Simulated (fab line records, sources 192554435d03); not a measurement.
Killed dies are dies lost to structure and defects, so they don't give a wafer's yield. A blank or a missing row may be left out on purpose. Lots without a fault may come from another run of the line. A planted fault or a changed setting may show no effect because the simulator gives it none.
fab line records | flow n5_finfet | part 2 of 2: steps 5 to 6 of 6
record lots=24 wafers=72 last_day=17
route steps=1938 shown ZERO_LAYER@4 WELL_APT@50 PMOS_HMC_CHANNEL_EPI@68 FIN_SAQP@111
lots that met no fault: from a run of the same line without faults
start_h: hours from the record's first day to the start of the lot's first wafer shown | wait_h: hours since the lot's step before | " the same as in the row above | L1.1+2: a row that stands for several wafers | - no value, or no start given | * or withheld: withheld | < > ~ a bound
route shown NAME@n: a module of which the file shows steps, and the number in the route of the first | usual: mean/standard deviation of fault-free wafers | same: alike in all rows | chamber/n: place in a boat | sites: the reading at each site | _std_site: their standard deviation | _edge_site: outer sites' mean less inner sites' | radius_mm: how far each site lies from the wafer's centre | mask NAME#n: copy n | behind: the tool/chamber that last shaped the wafer | hold: why the lot was held/for how many hours/how that ended | device: the transistor (n, p or np) that didn't switch | end of line: the same wafers' tests at the end of the route | a step without rows: its recipe alone | killed: dies lost to structure and defects at the first sort, not the wafer's yield | map: a wafer's dies, x killed, . not, _ none there
set.NAME: the setting as run; set.NAME@STEP: as run at that earlier step | model.NAME: the simulator's own value behind a step, which no gauge read
steps of the route over a sample of lots; a table a step, a row a wafer
services: from which hour (start_h, from the record's first day; less than 0 if before it) a tool's chamber was out of use, for how many hours, and why
## steps
# step N5_FIN_SAQP_HM_OPEN_73
# recipe chemistry=CHF3/O2 target=SiO2 stop_on=a-Si target_depth_a=120 over_etch_frac=1.8 mask_material=SOC time_s=16.8 pressure_mtorr=30 source_w=650 bias_w=170 Ar_flow_sccm=200 CHF3_flow_sccm=50 O2_flow_sccm=5 ion_energy_ev=200 ends=end_point
# usual drypump_motor_current_A=5.6/0.53 mfc_ar_sccm=200.0/0.56 oes_product_au=0.49/0.055 rf_vpp_V=523/6 showerhead_plenum_p_Torr=2.42/0.065 throttle_valve_pct=18.76/0.24
# columns lot.wafer tool chamber start_h wait_h drypump_motor_current_A mfc_ar_sccm oes_product_au rf_hours_counter_h rf_vpp_V showerhead_plenum_p_Torr throttle_valve_pct
L074.1 rie_diel-06 0 22.38 0.0 5.8 199.3 0.45 148 523 2.41 18.74
L074.3 " 3 " " 5.0 200.5 0.45 167 518 2.40 18.89
L074.6 " 3 " " 5.0 200.3 0.46 - 518 2.40 18.90
L075.1 rie_diel-04 3 27.49 0.0 5.5 200.5 0.50 57 530 2.45 18.77
L075.4 " 2 " " 5.2 200.1 0.41 - 523 2.47 18.89
L075.5 " 3 " " 5.5 200.2 0.51 - 531 2.45 18.78
L076.2 rie_diel-04 3 35.40 0.0 5.5 200.9 0.51 61 529 2.45 18.78
L076.3 " 0 " " 6.2 199.7 0.56 4 533 2.48 18.27
L076.6 " 3 " " 5.5 200.6 0.51 - 531 2.45 18.76
L077.3 rie_diel-04 3 42.94 0.0 5.5 200.5 0.51 64 530 2.45 18.78
L077.4 " 1 " " 5.5 200.3 0.46 - 519 2.40 18.84
L077.6 " 0 " " 6.3 199.9 0.57 - 533 2.48 18.27
L078.1 rie_diel-02 1 45.95 0.0 6.7 199.8 0.42 234 515 2.37 18.95
L078.3 " 2 " " 4.9 199.9 0.51 55 520 2.44 18.84
L078.5 " 0 " " 5.0 200.3 0.42 - 515 2.30 19.08
L079.1 rie_diel-04 2 52.25 0.0 5.1 200.0 0.60 3 525 2.47 18.49
L079.5 " 3 " " 5.5 200.6 0.49 - 528 2.45 18.78
L079.6 " 2 " " 5.1 200.5 0.59 - 525 2.47 18.47
L080.1 rie_diel-02 2 58.47 0.0 4.9 199.6 0.51 60 520 2.43 18.87
L080.4 " 0 " " 5.0 199.4 0.41 - 515 2.30 19.09
L080.6 " 1 " " 6.7 200.1 0.41 - 515 2.37 18.96
L081.4 rie_diel-04 1 65.20 0.0 5.5 200.2 0.45 162 520 2.40 18.85
L081.5 " 0 " " 6.2 199.9 0.54 - 532 2.47 18.29
L081.6 " 3 " " 5.5 199.7 0.50 - 530 2.45 18.80
L082.2 rie_diel-02 0 70.79 0.0 5.0 200.1 0.41 217 517 2.30 19.08
L082.3 " 1 " " 6.7 199.8 0.41 245 515 2.36 18.97
L082.6 " 0 " " 5.0 200.3 0.41 - 515 2.30 19.09
L083.1 rie_diel-02 2 76.14 0.0 5.0 199.7 0.49 67 519 2.43 18.88
L083.2 " 3 " " 5.9 200.9 0.58 5 530 2.56 18.47
L083.4 " 1 " " 6.7 200.5 0.41 247 514 2.36 18.98
L084.1 rie_diel-04 1 82.54 0.0 5.5 201.0 0.45 168 519 2.39 18.86
L084.2 " 2 " " 5.1 199.2 0.57 13 524 2.47 18.50
L084.3 " 3 " " 5.5 200.6 0.49 78 530 2.45 18.79
L085.2 rie_diel-02 0 88.76 0.0 5.0 199.3 0.41 222 515 2.30 19.11
L085.3 " 2 " " 5.0 199.8 0.49 71 519 2.43 18.89
L085.4 " 2 " " 5.0 199.6 0.50 - 520 2.43 18.88
L086.2 rie_diel-04 1 93.71 0.0 5.5 199.0 0.44 172 518 2.39 18.89
L086.3 " 3 " " 5.5 199.8 0.49 80 531 2.45 18.80
L086.5 " 3 " " 5.5 199.2 0.49 - 529 2.44 18.81
L087.2 rie_diel-06 2 99.99 0.0 6.1 200.5 0.54 13 522 2.37 18.71
L087.3 " 0 " " 5.8 199.0 0.44 175 521 2.40 18.79
L087.6 " 0 " " 5.9 200.4 0.44 - 522 2.40 18.79
L088.1 rie_diel-02 0 106.28 0.0 5.0 200.0 0.41 230 515 2.29 19.11
L088.3 " 2 " " 4.9 199.3 0.49 79 519 2.43 18.90
L088.4 " 3 " " 5.9 200.6 0.56 - 531 2.56 18.49
L089.3 rie_diel-04 1 111.92 0.0 5.5 199.5 0.44 178 519 2.39 18.89
L089.5 " 2 " " 5.2 199.0 0.56 - 523 2.46 18.52
L089.6 " 1 " " 5.5 200.0 0.44 - 520 2.39 18.90
L090.2 rie_diel-02 2 118.24 0.0 4.9 199.6 0.49 83 519 2.42 18.93
L090.5 " 3 " " 5.9 200.5 0.55 - 530 2.55 18.50
L090.6 " 2 " " 4.9 200.7 0.49 - 520 2.42 18.90
L091.2 rie_diel-02 2 123.62 0.0 4.9 200.6 0.48 85 519 2.42 18.91
L091.5 " 3 " " 5.9 200.0 0.55 - 530 2.55 18.52
L091.6 " 2 " " 4.9 199.5 0.49 - 519 2.42 18.93
L092.1 rie_diel-04 1 129.58 0.0 5.5 199.8 0.44 183 519 2.39 18.89
L092.4 " 3 " " 5.5 200.1 0.48 95 530 2.44 18.82
L092.6 " 3 " " 5.5 199.4 0.48 - 530 2.44 18.83
L093.3 rie_diel-02 3 136.23 0.0 5.9 200.2 0.54 27 531 2.55 18.52
L093.4 " 1 " " 6.7 200.0 0.58 10 515 2.36 18.56
L093.6 " 3 " " 5.9 200.2 0.54 - 530 2.55 18.52
L094.1 rie_diel-04 0 142.53 0.0 6.3 199.6 0.51 42 532 2.46 18.33
L094.2 " 1 " " 5.5 199.3 0.44 186 519 2.39 18.89
L094.6 " 3 " " 5.5 200.5 0.48 - 529 2.44 18.83
L095.1 rie_diel-04 1 148.54 0.0 5.5 200.5 0.43 189 518 2.39 18.89
L095.2 " 2 " " 5.1 200.2 0.53 33 522 2.46 18.54
L095.4 " 0 " " 6.2 200.4 0.51 45 530 2.46 18.34
L096.2 rie_diel-04 2 157.33 0.0 5.2 199.6 0.55 36 524 2.46 18.54
L096.4 " 1 " " 5.5 199.7 0.44 192 517 2.39 18.91
L096.5 " 3 " " 5.5 199.7 0.48 - 529 2.43 18.85
L097.1 rie_diel-06 0 161.25 0.0 5.8 200.9 0.43 198 520 2.40 18.83
L097.2 " 3 " " 5.0 200.4 0.44 217 519 2.38 18.95
L097.5 " 3 " " 5.0 200.2 0.43 - 518 2.38 18.96
# step N5_FIN_SAQP_ETCH_65
# recipe chemistry=CF4 target=SiO2 target_depth_a=40 ion_energy_ev=350 time_s=4.4 pressure_mtorr=10 icp_w=800 bias_w=400 cf4_flow_sccm=80
# usual drypump_motor_current_A=5.6/0.45 oes_product_au=1.016/0.019 throttle_valve_pct=21.69/0.16
# columns lot.wafer tool chamber start_h wait_h drypump_motor_current_A oes_product_au rf_hours_counter_h throttle_valve_pct
L074.1 rie_si-03 0 24.37 0.1 5.8 1.007 192 21.80
L074.3 " 1 " " 5.9 0.994 102 21.48
L074.6 " 3 " " 4.8 1.028 - 21.73
L075.1 rie_si-03 0 29.80 0.1 5.8 1.006 192 21.82
L075.4 " 2 " " 5.8 0.981 26 21.71
L075.5 " 0 " " 5.8 1.010 - 21.82
L076.2 rie_si-01 3 37.48 0.1 6.4 1.018 97 21.83
L076.3 " 2 " " 6.3 0.990 12 21.72
L076.6 " 3 " " 6.4 1.016 - 21.84
L077.3 rie_si-03 2 45.35 0.1 5.7 0.988 26 21.72
L077.4 " 3 " " 4.8 1.035 104 21.72
L077.6 " 1 " " 5.9 0.999 - 21.48
L078.1 rie_si-03 2 48.02 0.1 5.8 0.984 26 21.72
L078.3 " 3 " " 4.8 1.027 104 21.72
L078.5 " 0 " " 5.8 1.019 - 21.81
L079.1 rie_si-04 3 54.59 0.1 5.2 1.034 26 21.91
L079.5 " 1 " " 5.6 1.046 - 21.52
L079.6 " 0 " " 5.2 1.032 - 21.69
L080.1 rie_si-01 0 60.53 0.1 5.4 0.997 97 21.38
L080.4 " 3 " " 6.4 1.005 98 21.83
L080.6 " 1 " " 6.4 1.017 - 21.97
L081.4 rie_si-01 1 67.17 0.1 6.3 1.027 132 21.96
L081.5 " 0 " " 5.4 0.992 - 21.38
L081.6 " 1 " " 6.4 1.015 - 21.96
L082.2 rie_si-03 0 72.75 0.1 5.8 1.018 192 21.80
L082.3 " 1 " " 5.9 0.995 103 21.48
L082.6 " 0 " " 5.8 1.011 - 21.79
L083.1 rie_si-04 1 79.25 0.1 5.6 1.037 49 21.54
L083.2 " 3 " " 5.1 1.035 26 21.93
L083.4 " 2 " " 5.5 1.021 141 21.68
L084.1 rie_si-04 0 84.50 0.1 5.2 1.029 37 21.69
L084.2 " 2 " " 5.6 1.029 141 21.68
L084.3 " 3 " " 5.2 1.028 26 21.92
L085.2 rie_si-04 3 92.53 0.1 5.2 1.025 26 21.91
L085.3 " 0 " " 5.2 1.029 37 21.70
L085.4 " 2 " " 5.6 1.027 141 21.69
L086.2 rie_si-04 2 95.68 0.1 5.6 1.020 141 21.69
L086.3 " 1 " " 5.6 1.036 49 21.52
L086.5 " 0 " " 5.2 1.032 - 21.69
L087.2 rie_si-01 3 103.11 0.1 6.4 1.018 99 21.81
L087.3 " 2 " " 6.3 0.980 13 21.72
L087.6 " 2 " " 6.3 0.994 - 21.74
L088.1 rie_si-04 0 108.25 0.1 5.2 1.029 37 21.68
L088.3 " 3 " " 5.2 1.016 27 21.92
L088.4 " 2 " " 5.6 1.012 141 21.68
L089.3 rie_si-01 2 113.88 0.1 6.3 0.985 13 21.72
L089.5 " 3 " " 6.4 1.006 - 21.82
L089.6 " 0 " " 5.4 0.994 - 21.39
L090.2 rie_si-04 1 120.50 0.1 5.6 1.048 50 21.54
L090.5 " 1 " " 5.6 1.050 - 21.53
L090.6 " 0 " " 5.2 1.034 - 21.68
L091.2 rie_si-04 0 125.58 0.1 5.2 1.021 38 21.68
L091.5 " 2 " " 5.5 1.020 - 21.68
L091.6 " 1 " " 5.6 1.034 - 21.51
L092.1 rie_si-04 0 131.58 0.1 5.2 1.033 38 21.69
L092.4 " 2 " " 5.6 1.036 142 21.67
L092.6 " 1 " " 5.6 1.050 - 21.54
L093.3 rie_si-03 3 139.15 0.1 4.8 1.033 105 21.71
L093.4 " 1 " " 5.9 1.004 104 21.48
L093.6 " 2 " " 5.8 1.001 - 21.73
L094.1 rie_si-03 0 146.07 0.1 5.8 1.001 194 21.82
L094.2 " 1 " " 5.9 0.985 104 21.46
L094.6 " 2 " " 5.7 0.987 - 21.73
L095.1 rie_si-04 0 154.04 0.1 5.2 1.040 38 21.69
L095.2 " 3 " " 5.2 1.025 27 21.91
L095.4 " 1 " " 5.6 1.054 51 21.53
L096.2 rie_si-03 0 159.77 0.1 5.8 1.008 194 21.80
L096.4 " 3 " " 4.8 1.011 105 21.72
L096.5 " 0 " " 5.8 1.004 - 21.81
L097.1 rie_si-03 2 163.36 0.1 5.8 0.987 28 21.71
L097.2 " 3 " " 4.8 1.040 105 21.72
L097.5 " 3 " " 4.8 1.026 - 21.73
## services
# columns tool chamber start_h hours kind
rie_si-03 2 -2.31 12.8 repair
pecvd-04 - 0.07 77.6 repair
rie_diel-04 0 8.46 - clean
rie_diel-04 0 8.46 - consumable_replace:focus_ring
rie_diel-04 0 8.46 19.1 scheduled_down
rtp_anneal-02 - 8.54 3.8 pm
pecvd-03 - 15.05 0.3 repair
rie_diel-02 - 21.43 1.6 repair
pecvd-02 1 28.69 6.9 repair
rie_diel-02 3 29.96 10.2 repair
rie_si-03 - 32.69 2.8 pm
rie_diel-03 - 37.77 0.8 repair
rie_diel-01 3 39.06 7.1 repair
pecvd-03 - 43.62 0.8 repair
rie_diel-01 1 43.87 7.9 repair
rie_diel-01 0 45.22 2.3 repair
rie_si-03 0 51.45 1.3 repair
rie_si-03 - 54.70 14.6 pm
rie_si-04 - 56.83 10.6 repair
rie_diel-06 - 60.80 0.3 repair
rie_diel-05 0 106.62 15.8 repair
rie_diel-04 1 107.47 3.4 repair
rie_diel-01 0 123.95 6.4 repair
rie_diel-06 - 153.59 1.2 repair
